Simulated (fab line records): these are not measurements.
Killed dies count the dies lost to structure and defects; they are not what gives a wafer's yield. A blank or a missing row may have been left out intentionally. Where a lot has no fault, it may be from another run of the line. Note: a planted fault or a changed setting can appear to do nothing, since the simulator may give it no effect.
Split-lot trial :: flow n5-finfet :: 7 lots, 39 wafers read, on a route of 1938 steps

## SPLIT DETAILS
At N5_HKMG_FIN_DEVELOP_11 (develop time 30 s), the setting develop-time-s was moved away from the recipe's 30 s on 18 of the 39 wafers read, by -51.3% to +22.4%. For the rest of the wafers, this setting stayed at what the recipe calls for.

The file shows no step between the split and the reading.

## THE READING
Shown in nm: cd-nm at N5_HKMG_FIN_CD_MEAS_12, with target cd 92.8 nm. A value of 92.7 nm with a standard deviation of 0.77 nm is what fault-free wafers of this fab line usually give.

wafer: L074.1
tool, chamber at the split: litho-track-03, 0
develop-time-s as run, s: 30
against the recipe: recipe
cd-nm, nm: 92.8
against lot-mates on the recipe: -

wafer: L074.2
tool, chamber at the split: litho-track-03, 0
develop-time-s as run, s: 14.62
against the recipe: -51.3%
cd-nm, nm: 88.4
against lot-mates on the recipe: -4.6

wafer: L074.3
tool, chamber at the split: litho-track-03, 0
develop-time-s as run, s: 30
against the recipe: recipe
cd-nm, nm: 92.7
against lot-mates on the recipe: -

wafer: L074.4
tool, chamber at the split: litho-track-03, 0
develop-time-s as run, s: 30
against the recipe: recipe
cd-nm, nm: 93.5
against lot-mates on the recipe: -

wafer: L074.5
tool, chamber at the split: litho-track-03, 0
develop-time-s as run, s: 14.62
against the recipe: -51.3%
cd-nm, nm: 87.9
against lot-mates on the recipe: -5.1

wafer: L074.6
tool, chamber at the split: litho-track-03, 0
develop-time-s as run, s: 14.62
against the recipe: -51.3%
cd-nm, nm: 89.1
against lot-mates on the recipe: -3.9

wafer: L075.1
tool, chamber at the split: litho-track-02, 0
develop-time-s as run, s: 30
against the recipe: recipe
cd-nm, nm: 92.8
against lot-mates on the recipe: -

wafer: L075.2
tool, chamber at the split: litho-track-02, 0
develop-time-s as run, s: 15.43
against the recipe: -48.6%
cd-nm, nm: 89.1
against lot-mates on the recipe: -3.6

wafer: L075.3
tool, chamber at the split: litho-track-02, 0
develop-time-s as run, s: 15.43
against the recipe: -48.6%
cd-nm, nm: 89.8
against lot-mates on the recipe: -2.9

wafer: L075.4
tool, chamber at the split: litho-track-02, 0
develop-time-s as run, s: 15.43
against the recipe: -48.6%
cd-nm, nm: 89.8
against lot-mates on the recipe: -2.9

wafer: L075.5
tool, chamber at the split: litho-track-02, 0
develop-time-s as run, s: 30
against the recipe: recipe
cd-nm, nm: 92.9
against lot-mates on the recipe: -

wafer: L075.6
tool, chamber at the split: litho-track-02, 0
develop-time-s as run, s: 30
against the recipe: recipe
cd-nm, nm: 92.5
against lot-mates on the recipe: -

wafer: L081.3
tool, chamber at the split: litho-track-03, 0
develop-time-s as run, s: 30
against the recipe: recipe
cd-nm, nm: 91.3
against lot-mates on the recipe: -

wafer: L081.4
tool, chamber at the split: litho-track-03, 0
develop-time-s as run, s: 30
against the recipe: recipe
cd-nm, nm: 92.6
against lot-mates on the recipe: -

wafer: L081.5
tool, chamber at the split: litho-track-03, 0
develop-time-s as run, s: 30
against the recipe: recipe
cd-nm, nm: 91.6
against lot-mates on the recipe: -

wafer: L080.1
tool, chamber at the split: litho-track-01, 0
develop-time-s as run, s: 30
against the recipe: recipe
cd-nm, nm: 93.8
against lot-mates on the recipe: -

wafer: L080.2
tool, chamber at the split: litho-track-01, 0
develop-time-s as run, s: 30
against the recipe: recipe
cd-nm, nm: 94.2
against lot-mates on the recipe: -

wafer: L080.3
tool, chamber at the split: litho-track-01, 0
develop-time-s as run, s: 14.64
against the recipe: -51.2%
cd-nm, nm: 90.4
against lot-mates on the recipe: -3.5

wafer: L080.4
tool, chamber at the split: litho-track-01, 0
develop-time-s as run, s: 14.64
against the recipe: -51.2%
cd-nm, nm: 90.3
against lot-mates on the recipe: -3.6

wafer: L080.5
tool, chamber at the split: litho-track-01, 0
develop-time-s as run, s: 14.64
against the recipe: -51.2%
cd-nm, nm: 90.6
against lot-mates on the recipe: -3.3

wafer: L080.6
tool, chamber at the split: litho-track-01, 0
develop-time-s as run, s: 30
against the recipe: recipe
cd-nm, nm: 93.8
against lot-mates on the recipe: -

wafer: L082.1
tool, chamber at the split: litho-track-03, 0
develop-time-s as run, s: 30
against the recipe: recipe
cd-nm, nm: 91.7
against lot-mates on the recipe: -

wafer: L082.2
tool, chamber at the split: litho-track-03, 0
develop-time-s as run, s: 35.39
against the recipe: +18.0%
cd-nm, nm: 92.4
against lot-mates on the recipe: +0.1

wafer: L082.3
tool, chamber at the split: litho-track-03, 0
develop-time-s as run, s: 30
against the recipe: recipe
cd-nm, nm: 92.8
against lot-mates on the recipe: -

wafer: L082.4
tool, chamber at the split: litho-track-03, 0
develop-time-s as run, s: 35.39
against the recipe: +18.0%
cd-nm, nm: 92.2
against lot-mates on the recipe: -0.1

wafer: L082.5
tool, chamber at the split: litho-track-03, 0
develop-time-s as run, s: 30
against the recipe: recipe
cd-nm, nm: 92.3
against lot-mates on the recipe: -

wafer: L082.6
tool, chamber at the split: litho-track-03, 0
develop-time-s as run, s: 35.39
against the recipe: +18.0%
cd-nm, nm: 93.1
against lot-mates on the recipe: +0.8

wafer: L093.1
tool, chamber at the split: litho-track-03, 0
develop-time-s as run, s: 30
against the recipe: recipe
cd-nm, nm: 92.8
against lot-mates on the recipe: -

wafer: L093.2
tool, chamber at the split: litho-track-03, 0
develop-time-s as run, s: 30
against the recipe: recipe
cd-nm, nm: 93.0
against lot-mates on the recipe: -

wafer: L093.3
tool, chamber at the split: litho-track-03, 0
develop-time-s as run, s: 36.13
against the recipe: +20.4%
cd-nm, nm: 94.8
against lot-mates on the recipe: +2.0

wafer: L093.4
tool, chamber at the split: litho-track-03, 0
develop-time-s as run, s: 30
against the recipe: recipe
cd-nm, nm: 92.6
against lot-mates on the recipe: -

wafer: L093.5
tool, chamber at the split: litho-track-03, 0
develop-time-s as run, s: 36.13
against the recipe: +20.4%
cd-nm, nm: 93.6
against lot-mates on the recipe: +0.8

wafer: L093.6
tool, chamber at the split: litho-track-03, 0
develop-time-s as run, s: 36.13
against the recipe: +20.4%
cd-nm, nm: 93.3
against lot-mates on the recipe: +0.5

wafer: L095.1
tool, chamber at the split: litho-track-02, 0
develop-time-s as run, s: 30
against the recipe: recipe
cd-nm, nm: 92.4
against lot-mates on the recipe: -

wafer: L095.2
tool, chamber at the split: litho-track-02, 0
develop-time-s as run, s: 36.71
against the recipe: +22.4%
cd-nm, nm: 93.4
against lot-mates on the recipe: +0.9

wafer: L095.3
tool, chamber at the split: litho-track-02, 0
develop-time-s as run, s: 30
against the recipe: recipe
cd-nm, nm: 92.4
against lot-mates on the recipe: -

wafer: L095.4
tool, chamber at the split: litho-track-02, 0
develop-time-s as run, s: 30
against the recipe: recipe
cd-nm, nm: 92.7
against lot-mates on the recipe: -

wafer: L095.5
tool, chamber at the split: litho-track-02, 0
develop-time-s as run, s: 36.71
against the recipe: +22.4%
cd-nm, nm: 92.9
against lot-mates on the recipe: +0.4

wafer: L095.6
tool, chamber at the split: litho-track-02, 0
develop-time-s as run, s: 36.71
against the recipe: +22.4%
cd-nm, nm: 93.9
against lot-mates on the recipe: +1.4

THE FIT
A straight line over all 39 wafers: cd-nm changes by +0.0571 nm for each +1% of develop-time-s; r = +0.88; the points scatter about the line by 0.8 nm.
The same after taking each lot's own level away (the mean of its wafers on the recipe; 39 wafers): +0.0671 nm for each +1%; r = +0.95; scatter 0.55 nm.
On that fit, the largest move of develop-time-s shifts the reading by 3.4 nm.
Across the lots, their own levels run from 91.83 to 93.93 nm, a range of 2.7 times the standard deviation given above.
In other words, the slope is changed by the lot-to-lot level; the two fits disagree.
Check: -3.55 nm against its lot-mates is what the line predicts for one of the wafers moved furthest among these (-51.3%) when that wafer is left out of the fit. It came out at -4.6 nm against them.

## OTHER SPLITS ON THESE WAFERS
These wafers also went through other splits before the reading. Each is held against what the fit with the lots' levels taken away leaves over:
other split on the same wafers: N5_FIN_SAQP_ETCH_69 target-depth-a
wafers away from the commonest value: 12
r with cd-nm (lot level and that fit taken away): -0.24

other split on the same wafers: N5_SD_EPI_N_EPI_21 epi-growth-time-s
wafers away from the commonest value: 6
r with cd-nm (lot level and that fit taken away): -0.12

## FILE'S OWN FIT
cd-nm changes by +0.0692 nm for each +1% of develop-time-s, r = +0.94.
